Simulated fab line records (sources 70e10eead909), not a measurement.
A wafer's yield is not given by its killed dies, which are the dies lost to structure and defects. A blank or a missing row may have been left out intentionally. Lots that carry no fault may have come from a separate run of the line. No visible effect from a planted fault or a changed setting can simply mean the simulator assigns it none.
Matching of chambers || flow nandHarc || NHARC_P_BONDPAD_ETCH_37 on rieDiel-12: 4 sister chambers
The step etches the open film in N2/H2, target depth 60 nm, overetch 18 nm, time 65.91 s. 8 wafers are shown with their chamber, then 7 later ones without.

== WAFERS PAIRED WITH THEIR CHAMBERS ==
{"wafer": "L837.5", "chamber": 3, "showerheadPlenumPTorr (Torr)": 1.93, "drypumpMotorCurrentA (A)": 6.3}
{"wafer": "L846.2", "chamber": 3, "showerheadPlenumPTorr (Torr)": 1.93, "drypumpMotorCurrentA (A)": 6.2}
{"wafer": "L846.6", "chamber": 1, "showerheadPlenumPTorr (Torr)": 2.14, "drypumpMotorCurrentA (A)": 5.2}
{"wafer": "L849.1", "chamber": 1, "showerheadPlenumPTorr (Torr)": 2.14, "drypumpMotorCurrentA (A)": 5.2}
{"wafer": "L849.3", "chamber": 2, "showerheadPlenumPTorr (Torr)": 2.14, "drypumpMotorCurrentA (A)": 5.2}
{"wafer": "L849.5", "chamber": 0, "showerheadPlenumPTorr (Torr)": 2.02, "drypumpMotorCurrentA (A)": 5.4}
{"wafer": "L853.1", "chamber": 2, "showerheadPlenumPTorr (Torr)": 2.13, "drypumpMotorCurrentA (A)": 5.2}
{"wafer": "L853.3", "chamber": 0, "showerheadPlenumPTorr (Torr)": 2.02, "drypumpMotorCurrentA (A)": 5.4}

== WAFERS WHOSE CHAMBER IS MISSING ==
{"wafer": "L853.6", "showerheadPlenumPTorr (Torr)": 2.13, "drypumpMotorCurrentA (A)": 5.2}
{"wafer": "L855.1", "showerheadPlenumPTorr (Torr)": 2.02, "drypumpMotorCurrentA (A)": 5.4}
{"wafer": "L855.2", "showerheadPlenumPTorr (Torr)": 2.13, "drypumpMotorCurrentA (A)": 5.3}
{"wafer": "L855.3", "showerheadPlenumPTorr (Torr)": 2.14, "drypumpMotorCurrentA (A)": 5.2}
{"wafer": "L857.1", "showerheadPlenumPTorr (Torr)": 2.13, "drypumpMotorCurrentA (A)": 5.2}
{"wafer": "L857.5", "showerheadPlenumPTorr (Torr)": 2.02, "drypumpMotorCurrentA (A)": 5.4}
{"wafer": "L857.6", "showerheadPlenumPTorr (Torr)": 1.92, "drypumpMotorCurrentA (A)": 6.2}

== THE CHAMBER EACH PASSED THROUGH ==
{"wafer": "L853.6", "from the rows above": "can't be placed: 2 or 1", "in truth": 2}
{"wafer": "L855.1", "from the rows above": 0, "in truth": 0}
{"wafer": "L855.2", "from the rows above": "can't be placed: 2 or 1", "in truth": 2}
{"wafer": "L855.3", "from the rows above": "can't be placed: 1 or 2", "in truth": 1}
{"wafer": "L857.1", "from the rows above": "can't be placed: 2 or 1", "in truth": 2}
{"wafer": "L857.5", "from the rows above": 0, "in truth": 0}
{"wafer": "L857.6", "from the rows above": 3, "in truth": 3}
Correctly placed: 3 of 7. Can't be placed from these rows: 4 (the true chamber is among the candidates in 4). 0 placed wrongly.
How it was worked out, from the rows above alone: a wafer's distance from a chamber is the root of the sum, over the readings, of the square of ((its reading less the chamber's mean) divided by the reading's scatter). If the next closest chamber is less than 2 further off than the closest, the wafer can't be placed; otherwise it belongs to the closest. A chamber's mean is the mean of its shown wafers. The scatter: the root of (the sum of the squares of (reading less its chamber's mean) over the shown wafers, divided by (wafers less chambers)).
